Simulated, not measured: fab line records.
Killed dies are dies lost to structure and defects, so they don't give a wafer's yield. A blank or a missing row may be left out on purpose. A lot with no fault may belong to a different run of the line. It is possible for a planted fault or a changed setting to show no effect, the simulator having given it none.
Matching of chambers + flow n5_finfet + N5_FIN_SAQP_ETCH_64 on rie_si-06 has 4 sister chambers
The step etches SiO2 in CF4, target depth 1.5 nm. 14 wafers are shown with their chamber, then 7 later ones without.

WAFERS PAIRED WITH THEIR CHAMBERS
| wafer  | chamber | drypump_motor_current_A (A) | oes_product_au (a.u.) |
|--------|---------|-----------------------------|-----------------------|
| L074.2 | 1       | 6.1                         | 0.944                 |
| L074.3 | 2       | 6.0                         | 0.995                 |
| L074.4 | 0       | 5.6                         | 0.986                 |
| L075.1 | 0       | 5.7                         | 0.994                 |
| L075.5 | 3       | 5.9                         | 0.995                 |
| L075.6 | 2       | 6.0                         | 0.982                 |
| L079.2 | 0       | 5.6                         | 0.987                 |
| L079.4 | 3       | 5.9                         | 0.989                 |
| L079.6 | 1       | 6.1                         | 0.943                 |
| L080.4 | 3       | 5.9                         | 0.991                 |
| L080.5 | 0       | 5.6                         | 0.992                 |
| L080.6 | 1       | 6.1                         | 0.957                 |
| L082.1 | 1       | 6.1                         | 0.956                 |
| L082.3 | 0       | 5.6                         | 0.988                 |

SIGNATURES (averages over the wafers above)
| reading                 | chamber 0 | chamber 1 | chamber 2 | chamber 3 | scatter within a chamber |
|-------------------------|-----------|-----------|-----------|-----------|--------------------------|
| drypump_motor_current_A | 5.620     | 6.100     | 6.000     | 5.900     | 0.0283                   |
| oes_product_au          | 0.98940   | 0.95000   | 0.98850   | 0.99167   | 0.00566                  |
Rule: distance of a wafer from a chamber = root of the sum over the readings of ((wafer's reading minus chamber's mean) / reading's scatter) squared. If the next closest chamber is less than 2 further off than the closest, the wafer can't be placed; otherwise it belongs to the closest. The scatter is the square root of a quotient: the sum, over the shown wafers, of each reading's squared deviation from its chamber's mean, divided by wafers minus chambers.

WAFERS WITH NO CHAMBER GIVEN
| wafer  | drypump_motor_current_A (A) | oes_product_au (a.u.) |
|--------|-----------------------------|-----------------------|
| L082.5 | 5.6                         | 0.991                 |
| L088.2 | 5.6                         | 0.997                 |
| L088.4 | 5.9                         | 0.991                 |
| L088.6 | 6.0                         | 1.009                 |
| L091.1 | 6.1                         | 0.945                 |
| L091.2 | 5.9                         | 0.987                 |
| L091.6 | 6.0                         | 1.003                 |

WHICH CHAMBER EACH ONE RAN IN
| wafer  | from the rows above     | in truth |
|--------|-------------------------|----------|
| L082.5 | 0                       | 0        |
| L088.2 | 0                       | 0        |
| L088.4 | 3                       | 3        |
| L088.6 | can't be placed: 2 or 3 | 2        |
| L091.1 | 1                       | 1        |
| L091.2 | 3                       | 3        |
| L091.6 | can't be placed: 2 or 3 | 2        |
Correctly placed: 5 of 7. From these rows, 2 cannot be placed; in 2 the true chamber is one of the candidates. Wrongly placed: 0.
